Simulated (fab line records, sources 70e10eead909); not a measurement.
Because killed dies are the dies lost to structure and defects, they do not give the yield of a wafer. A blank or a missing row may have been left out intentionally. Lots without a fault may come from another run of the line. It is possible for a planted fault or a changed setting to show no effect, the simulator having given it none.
The tool behind it: which one? -- flow nand_harc -- 12 lots, 36 wafers sampled, at 6 steps of a route of 1302

## WHAT THE GAUGES SHOWED, per wafer
NHARC_P_ZERO_WELL_CD_MEAS_37 targets a cd of 720 nm.
lot,measured,on,cd_nm (nm)
L313,day 2 00:07,cd_sem-01,724.5 719.4 721.8
L316,day 3 06:19,cd_sem-02,720.0 722.1 724.6
L318,day 4 02:58,cd_sem-02,719.2 721.7 720.2
L319,day 4 12:06,cd_sem-01,718.5 720.1 722.8
L320,day 4 22:06,cd_sem-03,720.5 721.0 719.3
L323,day 6 04:05,cd_sem-02,721.4 720.1 721.5
L324,day 6 16:20,cd_sem-01,721.4 721.3 725.6
L327,day 7 19:52,cd_sem-02,- - -
L328,day 8 06:12,cd_sem-02,726.2 725.3 723.5
L331,day 9 12:06,cd_sem-01,720.0 720.5 718.4
L332,day 9 22:17,cd_sem-01,723.1 717.6 722.0
L336,day 11 14:06,cd_sem-02,723.2 721.0 715.5

NHARC_P_GATE_INSPECT_28.
lot,measured,on,raw_defect_count
L313,day 5 11:29,defect_inspect-01,3 6 8
L316,day 6 18:22,defect_inspect-01,5 7 5
L318,day 7 08:21,defect_inspect-02,11 5 5
L319,day 7 22:07,defect_inspect-01,3 2 6
L320,day 7 21:28,defect_inspect-02,5 4 4
L323,day 9 13:58,defect_inspect-01,5 8 3
L324,day 9 20:26,defect_inspect-01,6 3 3
L328,day 11 02:21,defect_inspect-01,7 3 7
L331,day 13 01:14,defect_inspect-02,7 6 4
L332,day 13 07:11,defect_inspect-01,4 8 5
L336,day 14 11:11,defect_inspect-01,5 13 7

NHARC_END_SORT_01.
lot,measured,on,killed_at_array,killed_at_other,killed_at_periphery,killed_dies,killed_open,killed_short
L327,day 30 07:50,prober-01,81 72 100,0 0 0,596 605 577,677 677 677,4 5 2,7 3 2

## EACH LOT AND THE TOOL THAT RAN IT (in order: tool; ch and the chambers of the sampled wafers; start)
lot,NHARC_P_ZERO_WELL_EXPOSE_34,NHARC_P_GATE_ETCH_114,NHARC_P_GATE_STRIP_75
L313,"krf_scanner-02 ch 0, day 1 23:58","rie_diel-05 ch 0,2, day 6 00:11 or earlier","plasma_asher-01 ch 0,1, day 6 00:11"
L316,"krf_scanner-02 ch 0, day 3 06:10","rie_diel-09 ch 0,1, day 7 06:55 or earlier","plasma_asher-02 ch 0,1, day 7 06:55"
L318,"krf_scanner-03 ch 0, day 4 02:49","rie_diel-09 ch 1,2, day 7 21:14 or earlier","plasma_asher-02 ch 0,1, day 7 21:14"
L319,"krf_scanner-01 ch 0, day 4 11:57","rie_diel-09 ch 0,1,2, day 8 13:01 or earlier","plasma_asher-02 ch 0,1, day 8 13:01"
L320,"krf_scanner-03 ch 0, day 4 21:57","rie_diel-09 ch 0,1, day 8 10:02 or earlier","plasma_asher-01 ch 0,1, day 8 10:02"
L323,"krf_scanner-02 ch 0, day 6 03:56","rie_diel-13 ch 2,3, day 10 02:58 or earlier","plasma_asher-02 ch 0,1, day 10 02:58"
L324,"krf_scanner-02 ch 0, day 6 16:11","rie_diel-05 ch 0,1,2, day 10 09:23 or earlier","plasma_asher-02 ch 0,1, day 10 09:23"
L327,"krf_scanner-01 ch 0, day 7 19:43",-,-
L328,"krf_scanner-01 ch 0, day 8 06:03","rie_diel-09 ch 1,2,3, day 11 17:26 or earlier","plasma_asher-01 ch 0,1, day 11 17:26"
L331,"krf_scanner-02 ch 0, day 9 11:57","rie_diel-13 ch 0,2, day 13 15:55 or earlier","plasma_asher-02 ch 0,1, day 13 15:55"
L332,"krf_scanner-02 ch 0, day 9 22:08","rie_diel-09 ch 1,2,3, day 13 20:01 or earlier","plasma_asher-02 ch 0, day 13 20:01"
L336,"krf_scanner-03 ch 0, day 11 13:56","rie_diel-05 ch 0,1,3, day 14 23:48 or earlier","plasma_asher-01 ch 0,1, day 14 23:48"
- NHARC_P_ZERO_WELL_EXPOSE_34: exposes mask P PWELL, target cd 720 nm.
- NHARC_P_GATE_ETCH_114: etches the open film in CF4/O2, target depth 30 nm, overetch 3 nm, time 16.5 s.
- NHARC_P_GATE_STRIP_75: strips in O2.

## WHAT THE TOOLS THEMSELVES READ (means of the sampled wafers that have a number; where no wafer has one, the mark that the record gives instead)
NHARC_P_GATE_ETCH_114.
lot,tool,chamber_pressure_mTorr (mTorr),drypump_motor_current_A (A),oes_ar_750_au (a.u.),oes_product_au (a.u.),rf_vpp_V (V),showerhead_plenum_p_Torr (Torr),throttle_valve_pct (%)
L313,rie_diel-05,30.006,6.2,1.004,1.006,197.5,1.31,13.399
L316,rie_diel-09,29.990,6.0,1.001,0.994,196.6,1.31,13.396
L318,rie_diel-09,29.987,6.0,1.000,1.005,197.0,1.31,13.396
L319,rie_diel-09,30.008,6.0,1.002,0.999,197.5,1.31,13.401
L320,rie_diel-09,30.025,6.0,1.001,0.998,197.3,1.31,13.399
L323,rie_diel-13,30.002,6.1,1.003,1.001,198.8,1.37,13.388
L324,rie_diel-05,30.026,5.8,1.004,0.999,198.3,1.35,13.399
L328,rie_diel-09,30.013,6.1,0.994,1.003,197.5,1.30,13.401
L331,rie_diel-13,29.985,5.8,1.002,1.007,198.9,1.39,13.394
L332,rie_diel-09,29.986,6.1,1.001,1.007,196.8,1.30,13.405
L336,rie_diel-05,30.019,6.1,1.003,0.992,196.8,1.32,13.403

NHARC_P_GATE_STRIP_75.
lot,tool,drypump_motor_current_A (A),heater_power_w (W)
L313,plasma_asher-01,5.63,298
L316,plasma_asher-02,5.64,307
L318,plasma_asher-02,5.63,311
L319,plasma_asher-02,5.79,318
L320,plasma_asher-01,5.62,302
L323,plasma_asher-02,5.64,311
L324,plasma_asher-02,5.64,310
L328,plasma_asher-01,5.63,297
L331,plasma_asher-02,5.62,296
L332,plasma_asher-02,5.48,283
L336,plasma_asher-01,5.61,318

## THE ANSWER, worked out from the rows above alone
Rule: the lots themselves supply what counts as usual. The widest of any qualifying gaps counts: lots, ordered by their means at a reading, are off when they make up no more than a third of the lots, leave a main group of 4 or more, and stand apart from it by 3 or more times the standard deviation of that group's means. The tables above print the reading to a certain number of digits; a main group whose means all agree to those digits is not used. Also off: a lot with no number at a reading for which 4 or more lots have one. All remaining lots with rows at the step are treated as sound. Order of review: gauges by route order, followed by the tools' own readings, for which a lot's mean as printed above is used. The first step at which some lot is off is used, and at that step the reading that is off furthest; a lot without a number counts as furthest.
Off at NHARC_P_ZERO_WELL_CD_MEAS_37 (cd_nm): L327. Without a number there: L327. For the main group the mean is 721.3 nm and the standard deviation 1.5.
If a tool, at a process step before that reading, ran all the lots that are off and no sound lot after the first of them, it fits. Those tools and the gauges at NHARC_P_ZERO_WELL_CD_MEAS_37 are tried in the same way. Of those tried, none fits.

## WHAT HAD BEEN PUT IN BY THE SIMULATOR
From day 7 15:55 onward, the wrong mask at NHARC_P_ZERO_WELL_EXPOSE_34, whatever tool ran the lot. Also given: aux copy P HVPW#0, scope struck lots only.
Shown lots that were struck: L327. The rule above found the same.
